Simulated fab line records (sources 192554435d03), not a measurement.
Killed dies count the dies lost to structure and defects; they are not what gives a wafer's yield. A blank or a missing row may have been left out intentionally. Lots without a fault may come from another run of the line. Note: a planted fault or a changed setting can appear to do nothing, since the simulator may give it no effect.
Code-filled problem report in 8D (eight disciplines) form :: flow n5 finfet :: the parts of the form that need people (team, actions taken, sign-off) are left out

1. WHAT IS WRONG
Mean of killed_at_M4_up at N5_PASSIVATION_PROBE_49: 118 across 2 wafers in 2 lots; on wafers with no fault it is 13 (standard deviation 4.8). That is +22 standard deviations from the usual mean.
First seen on wafer L176.1, day 16 02:05, on prober-01. The record has a number at this step for 8 wafers belonging to 3 lots. The rule behind "out" and "out of limits": a value lying over 4 standard deviations away from the usual mean. Any other wafer with a number is counted as sound.

2. WHAT IT IS; WHAT IT IS NOT
question: which readings at this step
is: killed_at_M4_up, defect limited yield, killed dies, sort_bin_5_function, sort n pass, sort yield pct
is not: killed_at_M0_to_M3, killed at contacts, killed at front end, killed at other, killed open, killed short

question: which lots
is: L176, L179
is not: L170

question: which wafers of those lots
is: L176.1, L179.2
is not: L176.2, L176.3, L179.3, L179.6

question: read on which tools
is: prober-01, prober-02
is not: -

question: when
is: from day 16 02:05
is not: up to then (2 sound wafers); but 4 sound wafers of L176, L179 came after

3. SUSPECTS, AND WHAT RULES EACH OUT
Counting: a tool at a process step up to the reading stays a suspect if it ran every lot that is out. Sound lots after the first of them don't rule it out here, since some wafers of a struck lot are sound.
- rie diel-06 at N5_BEOL_M8_VIA_ETCH_34 (etches SiCOH lowk in C4F6/O2, target depth 125.5 nm, time 50.5 s): kept. It processed each lot that is out (first: L176, day 13 04:14); up to then, its last sound lot is L170 (day 11 09:34).
- At N5_BEOL_M8_VIA_ETCH_34, inside rie diel-06: chamber 3 took the wafers that are out, while their sound lot-mates went through chambers 0, 1.
Left after counting: rie diel-06 at N5_BEOL_M8_VIA_ETCH_34.

4. THE CAUSE (what the simulator had put in)
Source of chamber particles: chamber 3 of rie diel-06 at N5_BEOL_M8_VIA_ETCH_34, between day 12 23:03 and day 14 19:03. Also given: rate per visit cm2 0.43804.
After counting, this tool was the only one left.

5. THE CHAIN OF EFFECTS, in route order
Rows list readings where the struck wafers' mean (over those with a number) sits beyond 3 standard deviations from the usual. Readings are gone through only where the record gives a usual standard deviation; hours: the median, over the lots, of the time from a lot's start at the first step in this table giving one to that lot's start at this step; sigmas: the change measured in usual standard deviations.
hours: 0
step: N5_PASSIVATION_PROBE_49
reading: defect limited yield
usual: 91.3 %
on struck wafers: 82.2
change: -9.0
sigmas: -6.5

hours: 0
step: N5_PASSIVATION_PROBE_49
reading: killed_at_M4_up
usual: 13
on struck wafers: 118
change: +105
sigmas: +22

hours: 0
step: N5_PASSIVATION_PROBE_49
reading: killed dies
usual: 103
on struck wafers: 210
change: +106
sigmas: +6.7

hours: 0
step: N5_PASSIVATION_PROBE_49
reading: sort_bin_5_function
usual: 5.1 %
on struck wafers: 11.4
change: +6.3
sigmas: +6.6

hours: 0
step: N5_PASSIVATION_PROBE_49
reading: sort n pass
usual: 1077
on struck wafers: 970
change: -106
sigmas: -6.7

hours: 0
step: N5_PASSIVATION_PROBE_49
reading: sort yield pct
usual: 91.3 %
on struck wafers: 82.2
change: -9.0
sigmas: -6.5
Here are the process steps it includes:
- N5_PASSIVATION_PROBE_49

6. WHAT WOULD HAVE CAUGHT IT SOONER
75 hours passed between the start of the fault at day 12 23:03 and the first reading out of limits in this record, taken at day 16 02:05.
Tool readings at N5_BEOL_M8_VIA_ETCH_34 with a usual standard deviation given in the record: none out on any struck wafer, hence no alarm at a limit of 4 standard deviations on them.
All the lots that are out (2) had begun N5_BEOL_M8_VIA_ETCH_34 on rie diel-06 by day 16 02:05. Had the tool been put on hold then, not one of them would have been saved.
